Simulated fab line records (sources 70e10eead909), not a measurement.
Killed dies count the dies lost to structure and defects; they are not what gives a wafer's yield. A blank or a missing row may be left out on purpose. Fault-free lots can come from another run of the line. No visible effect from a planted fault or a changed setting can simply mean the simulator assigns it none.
Which tool did it? + flow nand harc + 6 lots, 18 wafers sampled, at 1 step of a route of 1159

## WHAT EACH GAUGE READ, for each wafer
NHARC_A_BLC_CD_MEAS_10: target cd 100 nm.
| lot  | measured     | on        | cd nm (nm)       |
|------|--------------|-----------|------------------|
| L407 | day 17 15:51 | cd sem-03 | 99.8 100.0 99.8  |
| L408 | day 18 04:33 | cd sem-02 | 99.6 100.1 100.1 |
| L410 | day 19 17:46 | cd sem-01 | 100.8 99.8 100.5 |
| L417 | day 20 20:13 | cd sem-01 | 99.4 100.1 100.3 |
| L419 | day 21 13:19 | cd sem-02 | 99.4 99.8 99.6   |
| L427 | day 22 20:15 | cd sem-03 | 99.4 99.2 99.2   |

## EACH LOT AND THE TOOL THAT RAN IT (in order: tool; ch and the chambers of the sampled wafers; start)
The record holds no process step before these readings.

## THE ANSWER, worked out from the rows above alone
Rule: what is usual is taken from the lots themselves. The widest of any qualifying gaps counts: lots, ordered by their means at a reading, are off when they make up no more than a third of the lots, leave a main group of 4 or more, and stand apart from it by 3 or more times the standard deviation of that group's means. A main group whose means are all the same, to the digits that the tables above print for the reading, isn't used. A lot without any number at a reading at which 4 lots or more have one is off too. Where the step has rows for the other lots, those lots are counted as sound.
Across all readings shown, no lot is off: no conclusion can be drawn from this.

## WHAT THE SIMULATOR HAD INSERTED
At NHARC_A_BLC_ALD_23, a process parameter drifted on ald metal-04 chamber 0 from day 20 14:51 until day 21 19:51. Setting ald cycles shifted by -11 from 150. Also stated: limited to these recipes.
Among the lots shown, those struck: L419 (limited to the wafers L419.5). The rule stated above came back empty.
